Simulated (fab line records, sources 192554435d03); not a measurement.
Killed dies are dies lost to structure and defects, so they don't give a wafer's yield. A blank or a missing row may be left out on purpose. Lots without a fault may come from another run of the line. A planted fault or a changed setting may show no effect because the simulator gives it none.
Problem report in the 8D (eight disciplines) form, filled by code | flow n5_finfet | the parts of the form that need people (team, actions taken, sign-off) are left out

1. THE PROBLEM
bias_w at N5_BEOL_M4_ETCH_64 reads a mean of 108.7 W on 6 wafers of 2 lots; wafers without a fault read 150.0 W with a standard deviation of 0.43. That is -96 standard deviations from the usual mean.
The step: etches SOC in N2/H2, target depth 75 nm, overetch 22.5 nm, time 121.9 s.
First seen on wafer L955.1, day 12 03:20, on rie_diel-02. The record holds 18 wafers of 6 lots with a number at this step. Rule for "out", or "out of limits": more than 4 standard deviations from the usual mean. The other wafers with a number count as sound.

2. WHAT IT IS AND WHAT IT IS NOT
question                    | is                     | is not
which readings at this step | bias_w, rf_vpp_V       | drypump_motor_current_A, oes_product_au, rf_fwd_power_W, showerhead_plenum_p_Torr, throttle_valve_pct
which lots                  | L955, L956             | L946, L949, L963, L966
which wafers of those lots  | all that have a number | -
read on which tools         | rie_diel-02            | rie_diel-04, rie_diel-05
when                        | from day 12 03:20      | up to then (6 sound wafers); but 6 sound wafers of L963, L966 came after

3. SUSPECTS, AND WHAT RULES EACH OUT
Counting: a tool at a process step up to the reading stays a suspect if it ran every lot that is out and no sound lot after the first of them.
- rie_diel-02 at N5_BEOL_M4_DESCUM_16 (chemistry O2, time 7 s): kept. It ran every lot that is out, first L955 (day 12 03:16), and no sound lot after that; its last sound lot up to then is L946 (day 8 13:57).
- rie_diel-02 at N5_BEOL_M4_ETCH_74 (etches underlayer in N2/H2, target depth 6.5 nm, time 5.2 s): kept. It ran every lot that is out, first L955 (day 12 03:18), and no sound lot after that; its last sound lot up to then is L946 (day 8 13:59).
- rie_diel-02 at N5_BEOL_M4_ETCH_63 (etches SiARC in CF4, target depth 15.6 nm, time 26 s): kept. It ran every lot that is out, first L955 (day 12 03:19), and no sound lot after that; its last sound lot up to then is L946 (day 8 14:00).
- rie_diel-02 at N5_BEOL_M4_ETCH_64 (etches SOC in N2/H2, target depth 75 nm, overetch 22.5 nm, time 121.9 s): kept. It ran every lot that is out, first L955 (day 12 03:20), and no sound lot after that; its last sound lot up to then is L946 (day 8 14:02). Its own readings are out on those wafers: bias_w, rf_vpp_V.
Left after counting: rie_diel-02 at N5_BEOL_M4_DESCUM_16, rie_diel-02 at N5_BEOL_M4_ETCH_74, rie_diel-02 at N5_BEOL_M4_ETCH_63, rie_diel-02 at N5_BEOL_M4_ETCH_64.

4. THE CAUSE (what the simulator had put in)
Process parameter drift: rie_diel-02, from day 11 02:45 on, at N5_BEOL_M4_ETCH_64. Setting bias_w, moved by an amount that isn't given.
Counting left 4 suspects, and this tool is among them.

5. THE CHAIN OF EFFECTS, in route order
Each row: a reading whose mean over the struck wafers that have a number lies more than 3 standard deviations from the usual. Only readings for which the record gives a usual standard deviation are gone through. hours: the time from each lot's start at the first step in this table that gives one to its start at this step, as a median over the lots. sigmas: the change in usual standard deviations.
hours | step               | reading  | usual   | on struck wafers | change | sigmas
0     | N5_BEOL_M4_ETCH_64 | bias_w   | 150.0 W | 108.7            | -41.3  | -96
0     | N5_BEOL_M4_ETCH_64 | rf_vpp_V | 524.2 V | 427.6            | -96.6  | -33
The process steps in it:
- N5_BEOL_M4_ETCH_64: etches SOC in N2/H2, target depth 75 nm, overetch 22.5 nm, time 121.9 s.
Later measuring or inspecting steps at which every struck wafer that the step has a row for has a number for every such reading, and none has moved that far: N5_BEOL_M4_RC_MEAS_101.

6. WHAT WOULD HAVE CAUGHT IT SOONER
In this record the first reading out of limits was taken at day 12 03:20, 25 hours after the fault began at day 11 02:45.
